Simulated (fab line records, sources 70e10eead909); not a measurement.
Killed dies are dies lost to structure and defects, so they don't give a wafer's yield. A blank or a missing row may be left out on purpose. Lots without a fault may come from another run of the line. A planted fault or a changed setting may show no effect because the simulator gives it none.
A struck lot beside a sound one | flow nand_harc | 16 steps out of a route of 1302
Sound: wafers L732.3, L732.4, L732.6. Struck: wafers L741.1, L741.2, L741.6. The cause comes at the end.
At each step with rows: each side's tool, then ch and its chambers, then its first start. Under that, the readings that differ: sound wafers | struck wafers | difference of the means | sigmas: that difference in standard deviations of wafers without a fault.
alike: readings whose means differ by less than 2 such deviations, and words and numbers that are the same on both sides. not compared: withheld readings, readings that some wafer has no value for, bounds like >300 that may hide the same value, and numbers for which the record gives no deviation and whose values overlap.
The two part at a step that has a row with sigmas, a row that says differs or no value, or rows on one side only. Numbers that don't overlap but have no deviation are shown without sigmas and don't part them. A reading that every wafer of one side lacks parts them only if that side has two wafers or more.

NHARC_A_ONON_D2_THK_MEAS_08: measures by ellipsometry.
  sound on film_metro-02, day 12 19:43; struck on film_metro-01, day 17 01:08
  alike: thk_nm
then, 1 step without rows for these wafers: NHARC_A_ONON_D2_DEP_09 (target thk 1000 nm).
NHARC_A_ONON_D2_THK_MEAS_11: measures by ellipsometry.
  sound on film_metro-02, day 12 20:17; struck on film_metro-01, day 17 01:42
  alike: thk_nm
then, 1 step without rows for these wafers: NHARC_A_ONON_D2_DEP_12 (target thk 1000 nm).
NHARC_A_ONON_D2_THK_MEAS_14: measures by ellipsometry.
  sound on film_metro-01, day 12 20:51; struck on film_metro-01, day 17 02:16
  alike: thk_nm
then, 2 steps without rows for these wafers: NHARC_A_ONON_D2_ANNEAL_15 (time 3600 s); NHARC_A_ONON_D2_DEP_16 (target thk 1000 nm).
NHARC_A_ONON_D2_THK_MEAS_18: measures by ellipsometry.
  sound on film_metro-01, day 13 04:11; struck on film_metro-02, day 17 09:37
  alike: thk_nm
then, 1 step without rows for these wafers: NHARC_A_ONON_D2_DEP_19 (target thk 1000 nm).
NHARC_A_ONON_D2_THK_MEAS_21: measures by ellipsometry.
  sound on film_metro-02, day 13 04:44; struck on film_metro-01, day 17 10:11
  alike: thk_nm
then, 1 step without rows for these wafers: NHARC_A_ONON_D2_DEP_22 (target thk 1000 nm).
NHARC_A_ONON_D2_THK_MEAS_24: measures by ellipsometry.
  sound on film_metro-01, day 13 05:19; struck on film_metro-02, day 17 10:46
  reading     | sound          | struck      | difference | sigmas
  thk_nm (nm) | 1021 1020 1020 | 987 989 990 | -32        | -3
NHARC_A_ONON_D2_DEP_25: target thk 1000 nm.
  sound on pecvd_onon-04 ch 0, day 13 05:29; struck on pecvd_onon-04 ch 0, day 17 10:49
NHARC_A_ONON_D2_THK_MEAS_27: measures by ellipsometry.
  sound on film_metro-02, day 13 05:52; struck on film_metro-01, day 17 11:19
  reading     | sound       | struck      | difference | sigmas
  thk_nm (nm) | 996 995 995 | 545 545 544 | -451       | -46
then, 1 step without rows for these wafers: NHARC_A_ONON_D2_DEP_28 (target thk 1000 nm).
-- the record jumps here: 11 days lie between the struck wafers' starts before and after (it left off in module A_ONON_D2 and takes up again in module END, whose first step shown is number 1302 of the route) --
NHARC_END_SORT_01:
  the record has rows for the struck wafers here (prober-01 ch 0, day 28 15:08) and none for the sound ones

WHERE THEY PART
First at NHARC_A_ONON_D2_THK_MEAS_24; last, within this record, at NHARC_END_SORT_01.

WHY: what the simulator had put in
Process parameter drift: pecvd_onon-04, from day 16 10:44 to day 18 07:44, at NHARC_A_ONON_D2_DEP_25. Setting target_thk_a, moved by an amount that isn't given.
